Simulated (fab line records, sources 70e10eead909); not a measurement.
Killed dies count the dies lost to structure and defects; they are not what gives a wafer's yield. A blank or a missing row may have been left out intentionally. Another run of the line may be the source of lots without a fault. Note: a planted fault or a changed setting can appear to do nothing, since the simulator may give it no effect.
fab line records	flow nand-harc
record: lots: 14	wafers: 42	last-day: 33
route steps=1302 shown P_BONDPAD@372 A_ONON_D1@438 A_CHANNEL_HOLE_D1@469
lots with no fault: from the same line, run without faults
start-h: hours from the record's opening day to when the first of the lot's shown wafers began	wait-h: time in hours since the lot's previous step	" same as the row above	L1.1+2: one row covering several wafers at once	- value missing, or start not given	* or withheld: withheld	< > ~ a bound
route shown NAME@n: NAME is a module with steps in the file, n the number in the route of the first one	usual: average and standard deviation across the fault-free wafers	same: alike in all rows	chamber/n: place in a boat	sites: per-site readings	_std_site: the standard deviation of these	_edge_site: inner sites' mean taken away from outer sites' mean	radius-mm: for every site, how far away it sits from the centre of the wafer	mask NAME#n: copy n	behind: tool/chamber where the wafer was last shaped	hold: what put the lot on hold/how long, in hours/how the hold closed	device: transistor that didn't switch, given as n, p or np	end of line: the same wafers' tests at the end of the route	a step without rows: its recipe alone	killed: at the first sort, the dies lost to defects and structure; wafer yield is something else	map: a wafer's dies, marking killed ones x, the rest . and places with no die _
set.NAME: the setting as run; set.NAME@STEP: as run at that earlier step	model.NAME: the simulator's own value behind a step, which no gauge read
route steps across a sampled set of lots; one table per step, one row per wafer
services: from which hour (start-h, from the record's first day; less than 0 if before it) a tool's chamber was out of use, for how many hours, and why
== steps ==
step: NHARC_P_BONDPAD_ETCH_24
recipe: target-depth-a: 300	over-etch-frac: 0.3	time-s: 72.99	ion-energy-ev: 150	cf4-flow-sccm: 50	n2-flow-sccm: 100	ar-flow-sccm: 150	rf-w: 300	bias-w: 100	chemistry: CF4/N2
usual: drypump-motor-current-A: 5.5/0.47	oes-product-au: 1.002/0.007	rf-vpp-V: 314.4/2	showerhead-plenum-p-Torr: 2.64/0.11	throttle-valve-pct: 19.793/0.0091
lot.wafer	tool	chamber	start-h	wait-h	drypump-motor-current-A	oes-product-au	rf-hours-counter-h	rf-vpp-V	showerhead-plenum-p-Torr	throttle-valve-pct
L326.2	rie-diel-02	2	-	-	5.7	1.003	3.6	313.4	2.52	19.795
L326.4	"	3	"	"	5.9	1.017	5.3	313.2	2.61	19.811
L326.1	"	1	"	"	5.0	0.995	4.8	317.7	2.81	19.785
L327.3	rie-diel-02	1	-	-	4.9	0.996	5.3	317.9	2.81	19.782
L327.1	"	3	"	"	5.9	1.010	5.9	314.2	2.61	19.794
L327.6	"	1	"	"	4.9	1.001	-	315.6	2.81	19.804
L328.1	rie-diel-06	1	158.91	0.1	5.9	0.998	0.3	315.4	2.66	19.807
L328.4	"	1	"	"	6.0	0.998	-	315.4	2.66	19.782
L328.5	"	0	"	"	6.2	1.004	-	317.4	2.78	19.781
L329.4	rie-diel-02	0	-	-	5.2	1.009	6.8	315.5	2.72	19.794
L329.5	"	0	"	"	5.2	0.994	-	314.9	2.72	19.791
L329.6	"	1	"	"	4.9	0.991	-	317.0	2.81	19.787
L330.1	rie-diel-11	0	-	-	5.1	0.994	5.0	311.6	2.53	19.805
L330.2	"	2	"	"	5.9	0.993	3.5	314.6	2.65	19.786
L330.6	"	0	"	"	5.1	0.996	-	313.0	2.53	19.787
L338.2	rie-diel-06	0	-	-	6.2	1.004	3.6	317.9	2.78	19.789
L338.6	"	3	"	"	4.6	1.001	-	314.7	2.64	19.790
L338.5	"	0	"	"	6.2	0.993	-	318.1	2.78	19.802
L339.1	rie-diel-11	3	-	-	6.1	1.012	0.1	312.2	2.49	19.790
L339.2	"	1	"	"	4.9	1.018	0.1	314.8	2.62	19.782
L339.6	"	0	"	"	5.1	1.002	-	313.6	2.53	19.786
L340.1	rie-diel-02	2	-	-	5.7	1.004	3.0	311.8	2.51	19.789
L340.4	"	0	"	"	5.2	0.988	3.3	315.2	2.72	19.797
L340.5	"	2	"	"	5.7	0.994	-	311.6	2.51	19.775
L344.2	rie-diel-02	3	-	-	5.9	1.013	4.1	315.3	2.61	19.774
L344.4	"	1	"	"	4.9	0.992	4.9	316.4	2.81	19.797
L344.6	"	3	"	"	5.9	0.999	-	312.6	2.61	19.785
L345.1	rie-diel-02	3	-	-	5.8	1.007	5.5	312.7	2.61	19.803
L345.2	"	2	"	"	5.7	1.004	5.7	312.6	2.51	19.811
L345.5	"	0	"	"	5.1	1.001	-	316.0	2.72	19.799
L346.4	rie-diel-02	1	-	-	4.9	0.999	6.1	318.2	2.81	19.793
L346.1	"	3	"	"	5.9	1.000	5.6	312.7	2.61	19.792
L346.5	"	0	"	"	5.2	1.007	-	315.7	2.72	19.808
L347.2	rie-diel-02	1	-	-	4.9	0.995	6.9	318.5	2.81	19.797
L347.4	"	2	"	"	5.7	0.990	6.7	312.1	2.51	19.778
L347.5	"	3	"	"	5.9	0.993	-	314.7	2.61	19.792
L348.2	rie-diel-06	1	-	-	5.9	1.008	1.1	313.7	2.66	19.787
L348.4	"	3	"	"	4.6	0.987	1.1	315.2	2.64	19.807
L348.6	"	0	"	"	6.1	1.003	-	315.8	2.78	19.784
L349.4	rie-diel-06	3	-	-	4.6	0.991	1.3	313.7	2.64	19.796
L349.2	"	2	"	"	5.5	0.993	1.3	311.8	2.47	19.800
L349.6	"	3	"	"	4.6	0.993	-	313.8	2.64	19.784
step: NHARC_P_BONDPAD_CMP_19
recipe: t-overpolish-s: 30	cu-recess-touch-s: 16	target-thk-nm: 160.81
usual: edge-zone-pressure-frac: 1.000/0.0052	motor-current-A: 12.4/1.1	overpolish-run-s: 30.001/0.0083	retaining-ring-pressure-frac: 1.000/0.0051
lot.wafer	tool	chamber	start-h	wait-h	edge-zone-pressure-frac	motor-current-A	overpolish-run-s	retaining-ring-pressure-frac
L326.4	cmp-03	3	135.63	-	1.003	12.1	30.003	1.010
L326.2	"	0	"	"	0.999	12.5	29.993	1.000
L326.1	"	1	"	"	1.002	10.7	29.992	1.004
L327.1	cmp-01	0	146.36	-	1.007	12.5	29.994	1.005
L327.3	"	2	"	"	1.002	11.0	29.992	0.996
L327.6	"	1	"	"	0.998	13.8	30.006	1.001
L328.1	cmp-03	1	160.47	-	0.993	11.0	30.003	0.997
L328.4	"	2	"	"	0.992	11.4	29.994	0.996
L328.5	"	3	"	"	0.998	12.8	30.003	1.008
L329.4	cmp-01	2	170.54	-	1.007	10.7	30.003	1.006
L329.5	"	1	"	"	1.000	12.6	29.999	0.995
L329.6	"	2	"	"	1.012	10.7	30.008	0.996
L330.1	cmp-01	1	180.58	-	1.000	13.7	29.994	1.003
L330.2	"	3	"	"	0.993	10.7	30.004	1.001
L330.6	"	1	"	"	1.002	13.2	29.988	0.991
L338.2	cmp-02	0	253.87	-	1.001	13.9	30.006	0.994
L338.6	"	2	"	"	1.005	13.6	29.997	0.994
L338.5	"	3	"	"	0.996	11.5	29.996	1.003
L339.1	cmp-02	2	267.83	-	0.998	12.3	30.003	0.998
L339.2	"	3	"	"	0.997	11.2	30.000	1.000
L339.6	"	0	"	"	1.008	13.7	30.000	1.005
L340.4	cmp-02	0	285.10	-	0.994	14.2	29.999	0.993
L340.1	"	3	"	"	0.996	11.5	29.982	1.001
L340.5	"	0	"	"	0.995	13.9	30.012	0.991
L344.4	cmp-03	3	313.71	-	1.006	12.6	29.997	1.003
L344.2	"	1	"	"	1.001	11.2	30.000	0.996
L344.6	"	2	"	"	1.001	11.1	29.999	0.998
L345.1	cmp-01	1	330.61	-	1.004	13.6	30.007	0.998
L345.2	"	2	"	"	1.004	10.7	29.999	0.999
L345.5	"	3	"	"	0.987	10.4	29.992	1.002
L346.4	cmp-02	1	336.38	-	0.996	12.9	30.015	0.993
L346.1	"	2	"	"	1.001	13.8	29.989	0.995
L346.5	"	3	"	"	0.997	11.7	30.003	1.006
L347.4	cmp-01	3	347.33	-	1.006	10.9	30.000	1.008
L347.2	"	1	"	"	1.001	13.2	29.993	0.995
L347.5	"	0	"	"	0.996	12.5	30.002	0.993
L348.4	cmp-02	0	359.68	-	0.994	13.6	30.000	1.000
L348.2	"	1	"	"	0.999	13.2	30.002	1.007
L348.6	"	0	"	"	0.998	13.3	30.013	1.002
L349.4	cmp-03	2	366.94	-	1.009	11.1	30.001	0.996
L349.2	"	0	"	"	1.000	12.6	30.010	0.993
L349.6	"	2	"	"	1.006	10.9	30.001	1.003
step: NHARC_A_ONON_D1_DEP_19
recipe: target-thk-a: 10000	n2-flow-sccm: 2750	n2o-flow-sccm: 2000	nh3-flow-sccm: 500	sih4-flow-sccm: 210	temp-c: 400
lot.wafer	tool	chamber	start-h	wait-h
L326.1+2+4	pecvd-onon-01	0	169.75	0.1
L327.1+3+6	pecvd-onon-01	0	180.37	0.1
L328.1+4+5	pecvd-onon-01	0	197.82	0.1
L329.4+5+6	pecvd-onon-01	0	207.62	0.2
L330.1+2+6	pecvd-onon-01	0	218.78	0.1
L338.2+5+6	pecvd-onon-04	0	288.64	0.1
L339.1+2+6	pecvd-onon-01	0	304.28	0.1
L340.1+4+5	pecvd-onon-02	0	321.48	0.1
L344.2+4+6	pecvd-onon-01	0	350.24	0.1
L345.1+2+5	pecvd-onon-02	0	365.38	0.1
L346.1+4+5	pecvd-onon-04	0	372.40	0.1
L347.2+4+5	pecvd-onon-01	0	385.59	0.1
L348.2+4+6	pecvd-onon-04	0	396.91	0.1
L349.2+4+6	pecvd-onon-04	0	401.97	0.1
step: NHARC_A_ONON_D1_THK_MEAS_21
recipe: thk-meas-gauge: ellipsometry
usual: thk-nm: 1000/11
lot.wafer	tool	chamber	start-h	wait-h	thk-nm
L326.1	film-metro-01	-	170.26	-	997
L326.2	"	-	"	"	997
L326.4	"	-	"	"	996
L327.1	film-metro-01	-	180.88	-	1002
L327.3	"	-	"	"	1001
L327.6	"	-	"	"	999
L328.1	film-metro-01	-	198.33	-	1009
L328.4	"	-	"	"	1009
L328.5	"	-	"	"	1007
L329.4	film-metro-01	-	207.97	-	1002
L329.5	"	-	"	"	1003
L329.6	"	-	"	"	928
L330.1	film-metro-02	-	219.29	-	909
L330.2	"	-	"	"	988
L330.6	"	-	"	"	913
L338.2	film-metro-01	-	289.09	-	1008
L338.5	"	-	"	"	1009
L338.6	"	-	"	"	1007
L339.1	film-metro-02	-	304.79	-	1023
L339.2	"	-	"	"	1023
L339.6	"	-	"	"	1023
L340.1	film-metro-02	-	321.99	-	1015
L340.4	"	-	"	"	1012
L340.5	"	-	"	"	1013
L344.2	film-metro-01	-	350.69	-	1013
L344.4	"	-	"	"	1011
L344.6	"	-	"	"	1013
L345.1	film-metro-02	-	365.89	-	997
L345.2	"	-	"	"	997
L345.5	"	-	"	"	998
L346.1	film-metro-02	-	372.91	-	991
L346.4	"	-	"	"	995
L346.5	"	-	"	"	994
L347.2	film-metro-01	-	386.05	-	1003
L347.4	"	-	"	"	1000
L347.5	"	-	"	"	1002
L348.2	film-metro-01	-	397.36	-	997
L348.4	"	-	"	"	996
L348.6	"	-	"	"	998
L349.2	film-metro-02	-	402.42	-	978
L349.4	"	-	"	"	977
L349.6	"	-	"	"	977
step: NHARC_A_CHANNEL_HOLE_D1_ETCH_16
recipe: target-depth-a: 31000	over-etch-frac: 0.3	time-s: 806	ion-energy-ev: 150	o2-flow-sccm: 400	cos-flow-sccm: 20	ar-flow-sccm: 0	rf-w: 500	bias-w: 300	chemistry: O2/COS
usual: drypump-motor-current-A: 5.7/0.37	oes-product-au: 1.001/0.0074	rf-vpp-V: 313.5/2	showerhead-plenum-p-Torr: 3.08/0.13	throttle-valve-pct: 28.330/0.0092
lot.wafer	tool	chamber	start-h	wait-h	drypump-motor-current-A	oes-product-au	rf-hours-counter-h	rf-vpp-V	showerhead-plenum-p-Torr	throttle-valve-pct
L326.2	rie-diel-08	2	-	-	5.7	1.002	12	313.0	3.03	28.324
L326.1	"	3	"	"	5.5	1.000	12	314.5	3.07	28.326
L326.4	"	0	"	"	5.2	0.994	11	317.7	3.31	28.338
L327.3	rie-diel-08	1	-	-	5.9	0.994	12	312.8	2.96	28.309
L327.1	"	3	"	"	5.5	0.997	13	313.9	3.07	28.328
L327.6	"	1	"	"	5.9	1.000	-	312.1	2.96	28.331
L328.4	rie-diel-08	0	-	-	5.2	1.012	0	317.4	3.31	28.344
L328.1	"	2	"	"	5.7	1.014	0	312.4	3.03	28.321
L328.5	"	0	"	"	5.3	0.999	-	316.4	3.31	28.323
L329.4	rie-diel-01	1	-	-	5.2	0.990	0	311.1	2.96	28.323
L329.5	"	3	"	"	6.5	0.995	-	311.9	3.00	28.326
L330.2	rie-diel-08	0	-	-	5.2	0.989	2	316.7	3.30	28.318
L338.2	rie-diel-01	3	-	-	6.6	1.008	25	312.7	2.99	28.325
L338.6	"	3	"	"	6.6	1.002	-	311.5	2.99	28.346
L338.5	"	0	"	"	5.8	1.001	-	311.2	2.93	28.328
L339.1	rie-diel-08	3	-	-	5.5	1.010	10	313.8	3.07	28.330
L339.2	"	1	"	"	5.9	1.006	10	310.7	2.96	28.333
L339.6	"	3	"	"	5.5	1.003	-	313.1	3.07	28.335
L340.1	rie-diel-09	1	-	-	5.4	1.011	0	315.7	3.26	28.350
L340.4	"	2	"	"	5.6	0.997	0	313.5	3.03	28.331
L340.5	"	1	"	"	5.4	1.010	-	316.1	3.26	28.337
L344.2	rie-diel-08	2	-	-	5.7	0.995	12	311.8	3.02	28.324
L344.4	"	0	"	"	5.2	0.992	13	314.9	3.30	28.330
L344.6	"	1	"	"	5.9	0.998	-	311.6	2.96	28.324
L345.2	rie-diel-01	0	-	-	5.8	1.001	57	310.7	2.92	28.333
L345.1	"	2	"	"	5.5	1.002	54	317.0	3.19	28.343
L345.5	"	3	"	"	6.6	1.005	-	310.6	2.97	28.334
L346.1	rie-diel-08	0	-	-	5.2	1.002	1	317.1	3.30	28.338
L346.4	"	2	"	"	5.7	1.005	1	312.5	3.02	28.312
L346.5	"	1	"	"	6.0	0.995	-	312.3	2.96	28.318
L347.2	rie-diel-08	2	-	-	5.7	1.008	1	312.8	3.02	28.321
L347.4	"	3	"	"	5.5	0.991	2	312.7	3.07	28.334
L347.5	"	1	"	"	5.9	0.995	-	310.6	2.95	28.332
L348.4	rie-diel-01	3	-	-	6.5	0.998	4	311.8	2.97	28.338
L348.2	"	2	"	"	5.5	0.993	5	313.6	3.19	28.334
L348.6	"	0	"	"	5.8	0.997	-	310.0	2.92	28.323
L349.4	rie-diel-08	1	-	-	5.9	1.000	3	312.2	2.95	28.326
L349.2	"	2	"	"	5.7	0.991	3	312.2	3.02	28.335
L349.6	"	2	"	"	5.7	0.994	-	311.7	3.02	28.328
== services ==
tool	chamber	start-h	hours	kind
cmp-01	-	135.11	0.5	repair
cmp-02	-	135.85	4.0	pm
cmp-01	-	148.33	0.2	repair
rie-diel-02	3	179.11	15.8	repair
cmp-01	-	188.52	4.0	pm
rie-diel-08	-	190.81	9.0	pm
rie-diel-02	3	205.51	12.6	repair
rie-diel-02	-	216.70	9.0	pm
cmp-01	-	217.14	7.6	repair
cmp-01	-	225.95	1.0	repair
rie-diel-08	-	233.14	0.8	repair
cmp-02	-	233.85	4.0	pm
cmp-02	-	239.36	3.2	repair
cmp-01	-	247.87	0.5	repair
pecvd-onon-01	-	269.40	13.0	pm
cmp-01	-	286.52	4.0	pm
cmp-01	-	295.34	1.8	repair
rie-diel-02	-	309.43	2.4	repair
rie-diel-08	-	314.90	1.0	repair
cmp-02	-	327.97	0.2	repair
cmp-02	-	331.85	4.0	pm
cmp-02	-	350.39	2.3	repair
rie-diel-08	-	367.81	9.0	pm
rie-diel-02	-	393.70	9.0	pm
== key ==
first-sign: step: NHARC_A_ONON_D1_THK_MEAS_21	reading: thk-nm	direction: down	sigmas: 7.8	usual: 1000	struck: 917
effect none on later readings
met-at NHARC_A_ONON_D1_DEP_19
struck-lots L329,L330
struck-wafers L329.6,L330.1,L330.6
later-rows-left-out L329.6,L330.1,L330.6
sort-left-out L329.6,L330.1,L330.6
tester-left-out L329,L330
not-acting-at NHARC_P_BONDPAD_ETCH_24,NHARC_P_BONDPAD_CMP_19,NHARC_A_CHANNEL_HOLE_D1_ETCH_16
onset-between 197.82 207.62
fault: kind: process-parameter-drift	tool: pecvd-onon-01	chamber: -	onset-h: 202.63	steps: NHARC_A_ONON_D1_DEP_19	channel: target-thk-a	offset: *	shape: step	end-h: 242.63	scope: struck-wafers-only	acts-in: *	stated: *
tester-left-out: of these lots the tester's yield and bins aren't shown, on N5 and GAA mostly nor the transistor test; their killed dies are dies lost to structure and defects alone, not to doping, threshold or leakage, so they don't give the yield
sort-left-out: the simulated sort isn't trusted on such a fault, so these wafers' sort isn't shown, and their yield isn't known
later-rows-left-out: the simulator's readings of these wafers behind a module that went badly wrong aren't trusted and aren't shown, but for the sort
